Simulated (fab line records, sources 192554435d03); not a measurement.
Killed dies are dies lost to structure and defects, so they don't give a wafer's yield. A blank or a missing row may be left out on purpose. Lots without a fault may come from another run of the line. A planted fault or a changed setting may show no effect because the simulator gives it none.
Which tool did it? | flow n5_finfet | 10 lots, 29 wafers sampled, at 6 steps of a route of 1938

WHAT THE GAUGES READ, wafer by wafer
N5_BEOL_M2_THK_MEAS_01. Usual: M2_ILD_THK 78.9 nm, standard deviation 0.99.
lot  | measured     | on            | M2_ILD_THK (nm) | flag
L792 | day 7 07:43  | film_metro-02 | 77.8 76.9 78.1  |
L793 | day 7 07:55  | film_metro-02 | 77.5 78.4 79.3  |
L795 | day 7 19:04  | film_metro-01 | 78.0 78.6 79.9  |
L798 | day 8 13:46  | film_metro-02 | 77.8 78.1 78.1  |
L802 | day 9 09:11  | film_metro-01 | 77.4 79.3 79.0  |
L804 | day 9 17:15  | film_metro-01 | 106.8 79.3 80.3 | OFF
L803 | day 9 19:01  | film_metro-01 | 79.0 80.6 81.0  |
L805 | day 9 23:21  | film_metro-01 | 79.5 106.3      | OFF
L813 | day 12 02:44 | film_metro-01 | 79.0 79.3 80.1  |
L814 | day 12 09:07 | film_metro-01 | 76.5 78.5 79.9  |

N5_BEOL_M4_RC_MEAS_101. Usual: DIBL_N 36.1 mV/V, standard deviation 1.6; DIBL_P 35.8 mV/V, standard deviation 2; IOFF_N 0.157 nA/um, standard deviation 0.029; IOFF_P 0.21 nA/um, standard deviation 0.034; ION_N 677 uA/um, standard deviation 13; ION_P 465 uA/um, standard deviation 8.1; SS_N 71.3 mV/dec, standard deviation 0.61; SS_P 73.2 mV/dec, standard deviation 0.65; VT_N 249 mV, standard deviation 3.3; VT_P -250 mV, standard deviation 3.2.
lot  | measured     | on        | DIBL_N (mV/V)  | DIBL_P (mV/V)  | IOFF_N (nA/um)    | IOFF_P (nA/um) | ION_N (uA/um) | ION_P (uA/um) | SS_N (mV/dec)  | SS_P (mV/dec)  | VT_N (mV)   | VT_P (mV)      | flag
L792 | day 9 16:58  | prober-02 | 36.0 39.0 35.8 | 33.8 39.3 34.8 | 0.128 0.195 0.135 | 0.19 0.27 0.20 | 644 685 658   | 452 472 451   | 70.7 71.7 71.0 | 72.8 73.7 73.5 | 254 249 253 | -255 -247 -252 |
L793 | day 9 19:17  | prober-02 | 40.0 35.2 35.3 | 39.3 33.5 33.8 | 0.244 0.147 0.142 | 0.29 0.18 0.19 | 701 679 672   | 475 459 459   | 72.2 70.7 71.1 | 74.9 73.0 73.3 | 244 249 251 | -246 -251 -251 |
L795 | day 10 13:10 | prober-01 | 36.8 36.6 37.4 | 34.7 35.0 35.3 | 0.162 0.168 0.169 | 0.22 0.23 0.23 | 686 684 670   | 473 465 464   | 71.3 71.1 71.2 | 73.4 73.3 72.9 | 246 245 247 | -247 -246 -248 |
L798 | day 11 03:11 | prober-01 | 36.5 34.9 35.6 | 36.5 34.3 35.2 | 0.151 0.124 0.141 | 0.23 0.20 0.22 | 683 667 663   | 471 464 460   | 70.4 71.1 70.9 | 72.7 73.2 73.1 | 249 254 252 | -248 -251 -249 |
L802 | day 11 12:04 | prober-02 | 34.5 36.2 36.2 | 35.2 36.6 37.0 | 0.138 0.164 0.176 | 0.19 0.21 0.23 | 680 684 688   | 469 470 476   | 71.0 71.9 71.5 | 72.1 73.2 72.6 | 252 245 245 | -249 -251 -247 |
L804 | day 12 10:10 | prober-01 | 36.3 35.1      | 36.4 35.1      | 0.145 0.135       | 0.17 0.15      | 670 675       | 449 459       | 71.8 71.4      | 73.2 73.2      | 253 252     | -255 -258      |
L803 | day 12 11:02 | prober-02 | 36.2 37.6 38.2 | 37.6 39.2 39.5 | 0.172 0.200 0.204 | 0.23 0.27 0.27 | 702 708 692   | 483 481 474   | 71.0 72.1 71.3 | 73.5 74.2 74.7 | 249 245 245 | -249 -250 -249 |
L805 | day 13 03:49 | prober-02 | 33.8           | 33.2           | 0.129             | 0.17           | 678           | 465           | 70.3           | 72.9           | 249         | -253           |
L813 | day 14 13:03 | prober-02 | 37.0 38.2 36.7 | 38.1 39.0 37.3 | 0.190 0.210 0.182 | 0.24 0.25 0.23 | 696 696 685   | 478 474 468   | 70.9 71.6 71.7 | 74.2 73.7 73.2 | 244 242 248 | -249 -248 -246 |
L814 | day 15 06:53 | prober-02 | 37.4 37.5 36.9 | 38.5 37.4 37.8 | 0.181 0.181 0.172 | 0.25 0.24 0.24 | 683 694 696   | 464 476 480   | 72.0 72.1 71.8 | 73.1 73.9 73.8 | 248 246 249 | -249 -248 -249 |

WHICH TOOL RAN EACH LOT (tool, then ch and the chambers of the sampled wafers, then the start)
lot  | N5_BEOL_M1_SPUTTER_48        | N5_BEOL_M1_ANNEAL_80         | N5_BEOL_M1_SPUTTER_92        | N5_BEOL_M2_ILD_DEP_00
L792 | pvd_sputter-02, day 7 04:43  | pvd_sputter-02, day 7 05:01  | pvd_sputter-02, day 7 06:02  | pecvd-04 ch 0,2, day 7 07:39
L793 | pvd_sputter-01, day 7 04:59  | pvd_sputter-01, day 7 05:17  | pvd_sputter-01, day 7 06:18  | pecvd-04 ch 1,2, day 7 07:51
L795 | pvd_sputter-03, day 7 15:46  | pvd_sputter-03, day 7 16:04  | pvd_sputter-03, day 7 17:05  | pecvd-02 ch 0,1, day 7 19:00
L798 | pvd_sputter-02, day 8 10:46  | pvd_sputter-02, day 8 11:04  | pvd_sputter-02, day 8 12:05  | pecvd-02 ch 0,1, day 8 13:42
L802 | pvd_sputter-03, day 9 06:13  | pvd_sputter-03, day 9 06:31  | pvd_sputter-03, day 9 07:32  | pecvd-04 ch 1,2, day 9 09:07
L804 | pvd_sputter-01, day 9 14:16  | pvd_sputter-01, day 9 14:34  | pvd_sputter-01, day 9 15:35  | pecvd-04 ch 0,2, day 9 17:11
L803 | pvd_sputter-03, day 9 15:59  | pvd_sputter-03, day 9 16:17  | pvd_sputter-03, day 9 17:19  | pecvd-02 ch 1,2, day 9 18:57
L805 | pvd_sputter-01, day 9 18:07  | pvd_sputter-01, day 9 18:25  | pvd_sputter-01, day 9 21:21  | pecvd-04 ch 0,1, day 9 23:17
L813 | pvd_sputter-03, day 11 23:47 | pvd_sputter-03, day 12 00:05 | pvd_sputter-03, day 12 01:07 | pecvd-01 ch 0,2, day 12 02:40
L814 | pvd_sputter-03, day 12 06:11 | pvd_sputter-03, day 12 06:29 | pvd_sputter-03, day 12 07:30 | pecvd-02 ch 0,1,2, day 12 09:03
- N5_BEOL_M1_SPUTTER_48: material Cu, target thk 4.5 nm, time 8.29 s.
- N5_BEOL_M1_ANNEAL_80: time 240 s.
- N5_BEOL_M1_SPUTTER_92: material Cu, target thk 4.5 nm, time 8.29 s.
- N5_BEOL_M2_ILD_DEP_00: deposits SiOC from DEMS/O2, target thk 79 nm, time 15.3 s.

WHAT THE TOOLS THEMSELVES READ (means of the sampled wafers that have a number; where no wafer has one, the mark that the record gives instead)
N5_BEOL_M1_SPUTTER_48. Usual: chuck_gas_flow_sccm 1.26 sccm, standard deviation 0.053; substrate_temp_c -19.98 C, standard deviation 0.11; throttle_valve_pct 30.1 %, standard deviation 1.4.
lot  | tool           | chuck_gas_flow_sccm (sccm) | substrate_temp_c (C) | throttle_valve_pct (%) | flag
L792 | pvd_sputter-02 | 1.27                       | -19.88               | 29.8                   |
L793 | pvd_sputter-01 | 1.22                       | -19.94               | 31.3                   |
L795 | pvd_sputter-03 | 1.23                       | -20.01               | 29.3                   |
L798 | pvd_sputter-02 | 1.25                       | -19.96               | 30.1                   |
L802 | pvd_sputter-03 | 1.29                       | -20.04               | 29.6                   |
L804 | pvd_sputter-01 | 1.28                       | -20.02               | 31.3                   |
L803 | pvd_sputter-03 | 1.26                       | -20.02               | 29.8                   |
L805 | pvd_sputter-01 | 1.18                       | -20.09               | 29.9                   |
L813 | pvd_sputter-03 | 1.27                       | -19.93               | 29.0                   |
L814 | pvd_sputter-03 | 1.25                       | -19.97               | 29.1                   |

N5_BEOL_M1_ANNEAL_80. Usual: heater_power_w 781 W, standard deviation 90; susceptor_temp_C_max 401.2, standard deviation 0.48.
lot  | tool           | heater_power_w (W) | susceptor_temp_C_max | flag
L792 | pvd_sputter-02 | 726                | 401.0                |
L793 | pvd_sputter-01 | 830                | 400.8                |
L795 | pvd_sputter-03 | 787                | 400.9                |
L798 | pvd_sputter-02 | 791                | 400.6                |
L802 | pvd_sputter-03 | 763                | 401.1                |
L804 | pvd_sputter-01 | 831                | 401.0                |
L803 | pvd_sputter-03 | 786                | 401.5                |
L805 | pvd_sputter-01 | 866                | 401.3                |
L813 | pvd_sputter-03 | 802                | 401.0                |
L814 | pvd_sputter-03 | 796                | 400.8                |

N5_BEOL_M1_SPUTTER_92. Usual: chuck_gas_flow_sccm 1.26 sccm, standard deviation 0.05; substrate_temp_c -20.00 C, standard deviation 0.11; throttle_valve_pct 30.1 %, standard deviation 1.4.
lot  | tool           | chuck_gas_flow_sccm (sccm) | substrate_temp_c (C) | throttle_valve_pct (%) | flag
L792 | pvd_sputter-02 | 1.30                       | -19.94               | 29.6                   |
L793 | pvd_sputter-01 | 1.25                       | -19.98               | 31.4                   |
L795 | pvd_sputter-03 | 1.23                       | -20.01               | 29.3                   |
L798 | pvd_sputter-02 | 1.30                       | -19.96               | 30.2                   |
L802 | pvd_sputter-03 | 1.25                       | -19.99               | 29.5                   |
L804 | pvd_sputter-01 | 1.30                       | -19.95               | 31.4                   |
L803 | pvd_sputter-03 | 1.24                       | -19.95               | 29.9                   |
L805 | pvd_sputter-01 | 1.29                       | -20.02               | 30.0                   |
L813 | pvd_sputter-03 | 1.30                       | -19.98               | 29.1                   |
L814 | pvd_sputter-03 | 1.23                       | -20.00               | 29.2                   |

N5_BEOL_M2_ILD_DEP_00. Usual: heater_power_w 470 W, standard deviation 43; showerhead_plenum_p_Torr 5.690 Torr, standard deviation 0.017; throttle_valve_pct 12.0 %, standard deviation 0.64.
lot  | tool     | heater_power_w (W) | showerhead_plenum_p_Torr (Torr) | throttle_valve_pct (%) | flag
L792 | pecvd-04 | 477                | 5.675                           | 11.5                   |
L793 | pecvd-04 | 457                | 5.678                           | 11.8                   |
L795 | pecvd-02 | 494                | 5.700                           | 12.8                   |
L798 | pecvd-02 | 516                | 5.692                           | 12.8                   |
L802 | pecvd-04 | 431                | 5.687                           | 11.9                   |
L804 | pecvd-04 | 453                | 5.687                           | 11.7                   |
L803 | pecvd-02 | 485                | 5.667                           | 12.0                   |
L805 | pecvd-04 | 464                | 5.688                           | 12.2                   |
L813 | pecvd-01 | 454                | 5.716                           | 11.4                   |
L814 | pecvd-02 | 516                | 5.683                           | 12.5                   |

THE ANSWER, worked out from the rows above alone
Rule: a lot is off if the mean of its wafers that have a number lies more than 3 standard deviations from the usual mean. A lot without any number at a reading at which 4 lots or more have one is off too. The other lots that the step has rows for count as sound. The gauges are gone through in route order, then the tools' own readings, and for those a lot's mean is taken as printed above. The first step at which some lot is off is used, and at that step the reading that is off furthest; a lot without a number counts as furthest.
Off: L804, L805, at N5_BEOL_M2_THK_MEAS_01 (M2_ILD_THK).
A tool fits if, at a process step before that reading, it ran every lot that is off, and no sound lot after the first of them. The gauges at N5_BEOL_M2_THK_MEAS_01 are tried like those tools. Can't be told from this: 2 tools fit, pvd_sputter-01 at N5_BEOL_M1_SPUTTER_48 and N5_BEOL_M1_ANNEAL_80 and N5_BEOL_M1_SPUTTER_92, pecvd-04 at N5_BEOL_M2_ILD_DEP_00.

WHAT THE SIMULATOR HAD PUT IN
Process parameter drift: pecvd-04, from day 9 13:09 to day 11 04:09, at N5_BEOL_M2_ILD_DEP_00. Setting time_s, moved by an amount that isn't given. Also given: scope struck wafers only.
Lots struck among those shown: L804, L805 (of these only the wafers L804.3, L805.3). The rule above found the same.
